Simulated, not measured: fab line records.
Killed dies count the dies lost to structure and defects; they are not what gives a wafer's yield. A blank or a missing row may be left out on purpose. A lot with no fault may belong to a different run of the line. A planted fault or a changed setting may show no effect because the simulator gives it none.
Code-filled problem report in 8D (eight disciplines) form	flow n5 finfet	the parts of the form that need people (team, actions taken, sign-off) are left out

== 1. THE PROBLEM ==
oes product au at N5_GATE_CUT_VAPOR_ETCH_60 reads a mean of 1.23 a.u. on 1 wafer of 1 lot; wafers without a fault read 0.82 a.u. with a standard deviation of 0.1. Measured from the usual mean, that is +4.1 standard deviations.
The step: etches HfO2 in BCl3/Cl2.
The first sign was on wafer L791.6 at day 6 11:23, on rie metal-03. The record holds 27 wafers of 11 lots with a number at this step. Rule for "out", or "out of limits": more than 4 standard deviations from the usual mean. All remaining wafers that have a number are taken as sound.

== 2. WHAT IT IS AND WHAT IT IS NOT ==
question	is	is not
which readings at this step	oes product au	drypump motor current A
which lots	L791	L783, L792, L794, L797, L798, L800, L801, L803, L805, L806
which wafers of those lots	all that have a number	-
read on which tools	rie metal-03	rie metal-01, rie metal-02
when	from day 6 11:23	up to then (3 sound wafers); but 23 sound wafers of L792, L794, L797, L798, L800, L801, L803, L805, L806 came after

== 3. WHAT RULES OUT EACH SUSPECT ==
Counting: a tool at a process step up to the reading stays a suspect if it ran every lot that is out and no sound lot after the first of them.
- ald metal-01 at N5_HKMG_FIN_ALD_91 (deposits TiN, target thk 1 nm, pulse time 1 s, purge time 3 s): ruled out as a lasting fault. Sound lots L803, L805 ran on it after its first lot that is out, L791 (day 6 07:49).
- rie diel-04 at N5_HKMG_FIN_STRIP_89 (strips SOC in N2/H2, time 20 s): ruled out as a lasting fault. Sound lots L794, L805 ran on it after its first lot that is out, L791 (day 6 08:08).
- cvd w-02 at N5_HKMG_FIN_ALD_72 (deposits W, target thk 2 nm, pulse time 1 s, purge time 2 s): ruled out as a lasting fault. Sound lots L798, L801, L803, L805 ran on it after its first lot that is out, L791 (day 6 10:16).
- rie metal-03 at N5_GATE_CUT_VAPOR_ETCH_60 (etches HfO2 in BCl3/Cl2): ruled out as a lasting fault. Sound lots L792, L794 ran on it after its first lot that is out, L791 (day 6 11:23).
Left after counting: nothing in the record.

== 4. THE CAUSE (what the simulator had put in) ==
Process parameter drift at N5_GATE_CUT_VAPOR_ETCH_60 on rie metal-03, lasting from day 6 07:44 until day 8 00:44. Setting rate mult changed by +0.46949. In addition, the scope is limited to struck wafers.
Counting ruled it out, wrongly.

== 5. SEQUENCE OF EFFECTS, ordered by route ==
Each row: a reading whose mean over the struck wafers that have a number lies more than 3 standard deviations from the usual. Readings are gone through only where the record gives a usual standard deviation; hours: the median, over the lots, of the time from a lot's start at the first step in this table giving one to that lot's start at this step; sigmas: the change measured in usual standard deviations.
hours	step	reading	usual	on struck wafers	change	sigmas
0	N5_GATE_CUT_VAPOR_ETCH_60	oes product au	0.82 a.u.	1.23	+0.41	+4.1
Process steps it contains:
- N5_GATE_CUT_VAPOR_ETCH_60: etches HfO2 in BCl3/Cl2.
At these later measuring or inspecting steps, every struck wafer for which the step has a row has a number for every such reading, and none has moved that far: N5_BEOL_M4_RC_MEAS_101.

== 6. HOW IT WOULD HAVE BEEN CAUGHT EARLIER ==
4 hours passed between the start of the fault at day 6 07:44 and the first reading out of limits in this record, taken at day 6 11:23.
